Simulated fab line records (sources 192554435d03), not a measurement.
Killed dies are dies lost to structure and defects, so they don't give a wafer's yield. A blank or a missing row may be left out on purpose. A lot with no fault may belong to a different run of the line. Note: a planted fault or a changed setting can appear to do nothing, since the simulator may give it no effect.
Split-lot study ; flow n5 finfet ; 21 wafers read across 7 lots, on a route 1938 steps long

ABOUT THE SPLIT
At N5_BEOL_M1_COAT_05 (resist thk 30 nm), the setting spin rpm was moved away from the recipe's 1500 rpm on 2 of the 21 wafers read, by -6.4% to +9.2%. This setting was run at the recipe's value on the other wafers.

FROM THE SPLIT TO THE READING: what the file shows between them, 3 steps
- N5_BEOL_M1_EBR_07
- N5_BEOL_M1_SOFTBAKE_06: time 60 s
- N5_BEOL_M1_DESCUM_16: chemistry O2, time 7 s

THE READING
CAR-EUV_of_BEOL_M1_COAT_05.thk nm (the simulator's own value, which no gauge read), in nm, at N5_BEOL_M1_ETCH_74 (etches underlayer in N2/H2, target depth 6.5 nm, time 5.2 s). The file gives no usual value for it. Across the 19 wafers here that went through the recipe, the average is 20.3 nm and the standard deviation 0.13 nm.

wafer;tool, chamber at the split;spin rpm as run, rpm;against the recipe;CAR-EUV_of_BEOL_M1_COAT_05.thk nm, nm;against lot-mates on the recipe
L075.1;litho track-04, 0;1500;recipe;20.4;-
L075.6;litho track-04, 0;1500;recipe;20.4;-
L075.5;litho track-04, 0;1500;recipe;20.6;-
L077.3;litho track-02, 0;1500;recipe;20.2;-
L077.5;litho track-02, 0;1500;recipe;20.2;-
L077.6;litho track-02, 0;1500;recipe;20.4;-
L080.1;litho track-04, 0;1500;recipe;20.4;-
L080.5;litho track-04, 0;1500;recipe;20.4;-
L080.6;litho track-04, 0;1500;recipe;20.4;-
L084.2;litho track-03, 0;1404;-6.4%;21.2;+1.0
L084.3;litho track-03, 0;1500;recipe;20.2;-
L084.5;litho track-03, 0;1500;recipe;20.2;-
L085.1;litho track-02, 0;1500;recipe;20.4;-
L085.2;litho track-02, 0;1500;recipe;20.4;-
L085.6;litho track-02, 0;1500;recipe;20.4;-
L089.3;litho track-02, 0;1500;recipe;20.4;-
L089.5;litho track-02, 0;1500;recipe;20.2;-
L089.6;litho track-02, 0;1500;recipe;20.2;-
L097.1;litho track-03, 0;1500;recipe;20.2;-
L097.2;litho track-03, 0;1638;+9.2%;19.2;-1.2
L097.6;litho track-03, 0;1500;recipe;20.6;-

THE FIT
A straight line over all 21 wafers: CAR-EUV_of_BEOL_M1_COAT_05.thk nm changes by -0.128 nm for each +1% of spin rpm; r = -0.93; the points scatter about the line by 0.13 nm.
The same after taking each lot's own level away (the mean of its wafers on the recipe; 21 wafers): -0.139 nm for each +1%; r = -0.97; scatter 0.096 nm.
The reading moves by 1.3 nm for the largest change in spin rpm, on that fit.
The span of the lots' own levels, 20.20 to 20.47 nm, comes to 2.1 times the standard deviation stated above.
So the lot-to-lot level changes the slope little: the two slopes agree.
Check: -1.44 nm against its lot-mates is what the line predicts for one of the wafers moved furthest among these (+9.2%) when that wafer is left out of the fit. Against them it came out at -1.2 nm.

THE WHOLE CHAIN: every reading that the file lists as answering this split, in the file's order
step;what it does;reading;change (the file's fit);r (the file's)
N5_BEOL_M1_COAT_05;resist thk 30 nm;CAR-EUV_of_BEOL_M1_COAT_05.thk nm (the simulator's own value, which no gauge read);-0.154 nm for each +1% of the setting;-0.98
N5_BEOL_M1_ETCH_74;etches underlayer in N2/H2, target depth 6.5 nm, time 5.2 s;CAR-EUV_of_BEOL_M1_COAT_05.thk nm (the simulator's own value, which no gauge read);-0.139 nm for each +1% of the setting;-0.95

THE FILE'S OWN FIT
CAR-EUV_of_BEOL_M1_COAT_05.thk nm changes by -0.139 nm for each +1% of spin rpm, r = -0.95.
